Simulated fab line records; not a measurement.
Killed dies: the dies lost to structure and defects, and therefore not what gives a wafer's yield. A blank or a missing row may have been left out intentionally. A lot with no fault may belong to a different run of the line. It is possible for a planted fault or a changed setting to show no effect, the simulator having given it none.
Which tool did it? || flow nand_harc || 14 lots with 42 wafers sampled at 4 steps, on a route of 1302 steps

## WHAT THE GAUGES SHOWED, per wafer
NHARC_A_START_INSPECT_01. Usual: raw_defect_count 3.5, standard deviation 1.7.
{"lot": "L132", "measured": "day 7 01:26", "on": "defect_inspect-01", "raw_defect_count": "2 6 2", "flag": ""}
{"lot": "L133", "measured": "day 7 02:08", "on": "defect_inspect-02", "raw_defect_count": "0 2 5", "flag": ""}
{"lot": "L134", "measured": "day 7 17:28", "on": "defect_inspect-02", "raw_defect_count": "4 4 6", "flag": ""}
{"lot": "L135", "measured": "day 7 19:14", "on": "defect_inspect-02", "raw_defect_count": "1 4 2", "flag": ""}
{"lot": "L137", "measured": "day 8 20:25", "on": "defect_inspect-01", "raw_defect_count": "6 3 4", "flag": ""}
{"lot": "L139", "measured": "day 9 17:07", "on": "defect_inspect-02", "raw_defect_count": "1 2 1", "flag": ""}
{"lot": "L138", "measured": "day 9 17:26", "on": "defect_inspect-02", "raw_defect_count": "4 3 5", "flag": ""}
{"lot": "L140", "measured": "day 10 06:22", "on": "defect_inspect-01", "raw_defect_count": "4 5 5", "flag": ""}
{"lot": "L143", "measured": "day 11 05:10", "on": "defect_inspect-01", "raw_defect_count": "3 4 3", "flag": ""}
{"lot": "L144", "measured": "day 11 12:37", "on": "defect_inspect-01", "raw_defect_count": "2 3 2", "flag": ""}
{"lot": "L145", "measured": "day 12 05:45", "on": "defect_inspect-01", "raw_defect_count": "4 5 5", "flag": ""}
{"lot": "L147", "measured": "day 12 20:00", "on": "defect_inspect-01", "raw_defect_count": "4 8 3", "flag": ""}
{"lot": "L152", "measured": "day 15 03:11", "on": "defect_inspect-02", "raw_defect_count": "1 3 4", "flag": ""}
{"lot": "L154", "measured": "day 16 03:47", "on": "defect_inspect-01", "raw_defect_count": "4 5 7", "flag": ""}

NHARC_A_ONON_D1_THK_MEAS_08: measures by ellipsometry. Usual: thk_nm 998 nm, standard deviation 10.
{"lot": "L132", "measured": "day 8 01:26", "on": "film_metro-02", "thk_nm (nm)": "981 982 983", "flag": ""}
{"lot": "L133", "measured": "day 8 01:26", "on": "film_metro-01", "thk_nm (nm)": "1009 1007 1008", "flag": ""}
{"lot": "L134", "measured": "day 8 18:07", "on": "film_metro-02", "thk_nm (nm)": "1014 1013 1012", "flag": ""}
{"lot": "L135", "measured": "day 8 18:07", "on": "film_metro-01", "thk_nm (nm)": "993 992 993", "flag": ""}
{"lot": "L137", "measured": "day 9 20:18", "on": "film_metro-01", "thk_nm (nm)": "993 992 993", "flag": ""}
{"lot": "L139", "measured": "day 10 18:48", "on": "film_metro-02", "thk_nm (nm)": "984 985 985", "flag": ""}
{"lot": "L138", "measured": "day 10 18:46", "on": "film_metro-01", "thk_nm (nm)": "1008 1006 1007", "flag": ""}
{"lot": "L140", "measured": "day 11 06:44", "on": "film_metro-01", "thk_nm (nm)": "996 994 995", "flag": ""}
{"lot": "L143", "measured": "day 12 06:36", "on": "film_metro-01", "thk_nm (nm)": "1003 1005 1004", "flag": ""}
{"lot": "L144", "measured": "day 12 12:10", "on": "film_metro-01", "thk_nm (nm)": "1001 1004 1000", "flag": ""}
{"lot": "L145", "measured": "day 13 06:25", "on": "film_metro-02", "thk_nm (nm)": "993 993 992", "flag": ""}
{"lot": "L147", "measured": "day 13 22:19", "on": "film_metro-02", "thk_nm (nm)": "1004 1005 1005", "flag": ""}
{"lot": "L152", "measured": "day 16 03:20", "on": "film_metro-02", "thk_nm (nm)": "597 598 598", "flag": "OFF"}
{"lot": "L154", "measured": "day 17 01:08", "on": "film_metro-01", "thk_nm (nm)": "585 584 584", "flag": "OFF"}

NHARC_END_SORT_01. Usual: killed_at_array 52, standard deviation 16; killed_at_other 0.8, standard deviation 0.98; killed_at_periphery 4.2, standard deviation 2.9; killed_dies 57, standard deviation 16; killed_open 3.3, standard deviation 1.9; killed_short 2.5, standard deviation 1.5.
{"lot": "L152", "measured": "day 32 17:50", "on": "prober-01", "killed_at_array": "673 673 669", "killed_at_other": "1 1 0", "killed_at_periphery": "3 3 8", "killed_dies": "677 677 677", "killed_open": "3 2 4", "killed_short": "1 0 3", "flag": "OFF"}
{"lot": "L154", "measured": "day 33 13:04", "on": "prober-02", "killed_at_array": "672 675 672", "killed_at_other": "3 1 1", "killed_at_periphery": "2 1 4", "killed_dies": "677 677 677", "killed_open": "3 3 4", "killed_short": "0 4 4", "flag": "OFF"}

## WHAT TOOL EACH LOT RAN ON (gives the tool, then ch and the chambers of the sampled wafers, and finally the start)
{"lot": "L132", "NHARC_A_ONON_D1_DEP_06": "pecvd_onon-03 ch 0, day 8 01:06"}
{"lot": "L133", "NHARC_A_ONON_D1_DEP_06": "pecvd_onon-04 ch 0, day 8 01:02"}
{"lot": "L134", "NHARC_A_ONON_D1_DEP_06": "pecvd_onon-03 ch 0, day 8 17:43"}
{"lot": "L135", "NHARC_A_ONON_D1_DEP_06": "pecvd_onon-04 ch 0, day 8 17:36"}
{"lot": "L137", "NHARC_A_ONON_D1_DEP_06": "pecvd_onon-03 ch 0, day 9 19:47"}
{"lot": "L139", "NHARC_A_ONON_D1_DEP_06": "pecvd_onon-02 ch 0, day 10 18:20"}
{"lot": "L138", "NHARC_A_ONON_D1_DEP_06": "pecvd_onon-04 ch 0, day 10 18:16"}
{"lot": "L140", "NHARC_A_ONON_D1_DEP_06": "pecvd_onon-03 ch 0, day 11 06:14"}
{"lot": "L143", "NHARC_A_ONON_D1_DEP_06": "pecvd_onon-03 ch 0, day 12 06:05"}
{"lot": "L144", "NHARC_A_ONON_D1_DEP_06": "pecvd_onon-02 ch 0, day 12 11:40"}
{"lot": "L145", "NHARC_A_ONON_D1_DEP_06": "pecvd_onon-03 ch 0, day 13 06:01"}
{"lot": "L147", "NHARC_A_ONON_D1_DEP_06": "pecvd_onon-02 ch 0, day 13 21:48"}
{"lot": "L152", "NHARC_A_ONON_D1_DEP_06": "pecvd_onon-03 ch 0, day 16 02:49"}
{"lot": "L154", "NHARC_A_ONON_D1_DEP_06": "pecvd_onon-03 ch 0, day 17 00:41"}
- NHARC_A_ONON_D1_DEP_06: target thk 1000 nm.

## AS READ BY THE TOOLS THEMSELVES (means over the sampled wafers that have a number; for cases with no such wafer, the mark the record gives instead)
The record holds no such reading with a usual standard deviation.

## THE ANSWER, worked out from the rows above alone
Rule: take the mean of a lot's wafers that have a number; if it is more than 3 standard deviations from the usual mean, the lot is off. A lot without any number at a reading at which 4 lots or more have one is off too. The other lots that the step has rows for count as sound. Order of review: gauges by route order, followed by the tools' own readings, for which a lot's mean as printed above is used. The first step at which some lot is off is used, and at that step the reading that is off furthest; a lot without a number counts as furthest.
Off: L152, L154 (NHARC_A_ONON_D1_THK_MEAS_08, thk_nm).
If a tool, at a process step before that reading, ran all the lots that are off and no sound lot after the first of them, it fits. The gauges at NHARC_A_ONON_D1_THK_MEAS_08 aren't tried: what is off there is off at NHARC_END_SORT_01 too, on other tools, and a gauge's error can't cause that. One candidate fits, namely pecvd_onon-03 at NHARC_A_ONON_D1_DEP_06. A fault onset in the window from L145 (day 13 06:01, its last sound lot) to L152 (day 16 02:49, its first lot off) fits.

## WHAT THE SIMULATOR HAD PUT IN
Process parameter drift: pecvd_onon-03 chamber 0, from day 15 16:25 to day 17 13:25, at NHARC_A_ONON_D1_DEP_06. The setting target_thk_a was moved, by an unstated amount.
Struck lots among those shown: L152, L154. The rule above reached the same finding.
